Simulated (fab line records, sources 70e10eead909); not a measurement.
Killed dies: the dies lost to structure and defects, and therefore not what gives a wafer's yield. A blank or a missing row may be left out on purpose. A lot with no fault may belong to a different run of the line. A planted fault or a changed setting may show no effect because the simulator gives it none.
Matching of chambers -- flow nand_harc -- NHARC_A_M0_STRIP_18 on rie_diel-13 has 4 sister chambers
The step strips in N2/H2. 14 wafers are shown with their chamber, then 7 later ones without.

## EACH WAFER AND ITS CHAMBER
wafer,chamber,drypump_motor_current_A (A),n2_flow_sccm (sccm),oes_product_au (a.u.)
L074.1,1,4.9,150.6,0.978
L074.5,0,5.1,149.4,1.003
L074.6,3,5.8,149.7,1.003
L080.3,3,5.8,149.9,0.972
L080.4,2,5.1,150.3,0.973
L080.5,1,4.8,150.7,0.984
L081.1,1,4.9,150.5,0.973
L081.2,0,5.1,150.4,0.979
L081.6,1,4.8,150.2,0.975
L084.2,1,4.8,150.8,0.976
L084.3,0,5.1,149.6,0.995
L084.5,2,5.1,149.5,0.979
L085.2,0,5.1,150.3,1.001
L085.5,0,5.1,149.7,0.997

SIGNATURES (averages over the wafers above)
reading,chamber 0,chamber 1,chamber 2,chamber 3,scatter within a chamber
drypump_motor_current_A,5.100,4.840,5.100,5.800,0.0346
n2_flow_sccm,149.880,150.560,149.900,149.800,0.366
oes_product_au,0.99500,0.97720,0.97600,0.98750,0.00964
Rule: for a wafer and a chamber, the distance is found by dividing, reading by reading, the gap between the wafer's reading and the chamber's mean by the reading's scatter, squaring, summing and taking the root. The wafer belongs to the nearest chamber; if the next one is less than 2 further off, it can't be placed. The scatter is the square root of a quotient: the sum, over the shown wafers, of each reading's squared deviation from its chamber's mean, divided by wafers minus chambers.

## WAFERS WITH NO CHAMBER GIVEN
wafer,drypump_motor_current_A (A),n2_flow_sccm (sccm),oes_product_au (a.u.)
L085.6,4.9,150.3,0.978
L091.1,5.2,150.5,0.994
L091.2,4.9,150.2,0.989
L091.5,5.1,149.7,1.011
L094.1,4.9,150.0,0.987
L094.4,5.1,149.7,0.990
L094.5,5.1,150.3,0.987

## EACH ONE'S CHAMBER
wafer,from the rows above,in truth
L085.6,1,1
L091.1,can't be placed: 0 or 2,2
L091.2,1,1
L091.5,can't be placed: 0 or 2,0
L094.1,1,1
L094.4,can't be placed: 0 or 2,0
L094.5,can't be placed: 0 or 2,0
Correctly placed: 3 of 7. From these rows, 4 cannot be placed; in 4 the true chamber is one of the candidates. Placed wrongly: 0.
